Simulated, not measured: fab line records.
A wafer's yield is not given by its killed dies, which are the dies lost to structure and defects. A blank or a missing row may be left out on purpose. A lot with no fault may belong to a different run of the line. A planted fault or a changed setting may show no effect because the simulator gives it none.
Chamber matching -- flow n5-finfet -- N5_ZERO_LAYER_ETCH_17 on rie-diel-06 has 4 sister chambers
The step etches SiO2 in CF4, target depth 12 nm, time 13.3 s. 8 wafers are shown with their chamber, then 9 later ones without.

## WAFERS, EACH WITH ITS CHAMBER
wafer,chamber,oes-product-au (a.u.),showerhead-plenum-p-Torr (Torr)
L085.1,3,0.97,2.18
L085.5,3,0.97,2.19
L089.2,0,0.76,2.16
L089.3,1,0.75,2.24
L089.6,2,0.70,2.13
L092.1,2,0.71,2.13
L092.2,0,0.75,2.16
L092.4,1,0.76,2.23

## WAFERS WITHOUT THEIR CHAMBER
wafer,oes-product-au (a.u.),showerhead-plenum-p-Torr (Torr)
L093.1,0.94,2.18
L093.3,0.70,2.12
L093.4,0.75,2.16
L094.1,0.74,2.15
L094.2,0.70,2.12
L094.3,0.94,2.18
L094.4,0.74,2.23
L094.5,0.75,2.23
L094.6,0.75,2.16

## WHICH CHAMBER EACH WENT THROUGH
wafer,from the rows above,in truth
L093.1,3,3
L093.3,2,2
L093.4,0,0
L094.1,0,0
L094.2,2,2
L094.3,3,3
L094.4,1,1
L094.5,1,1
L094.6,0,0
Correct placement for 9 of the 9. Number that these rows cannot place: 0. Placed wrongly: 0.
How it was worked out, from the rows above alone: a wafer's distance from a chamber is the root of the sum, over the readings, of the square of ((its reading less the chamber's mean) divided by the reading's scatter). The wafer belongs to the nearest chamber; if the next one is less than 2 further off, it can't be placed. For every chamber, the mean is computed from those of its wafers that are shown. How the scatter is found: for the shown wafers, subtract from each reading the mean of its chamber, square and add these, divide the total by (wafers less chambers), then take the root.
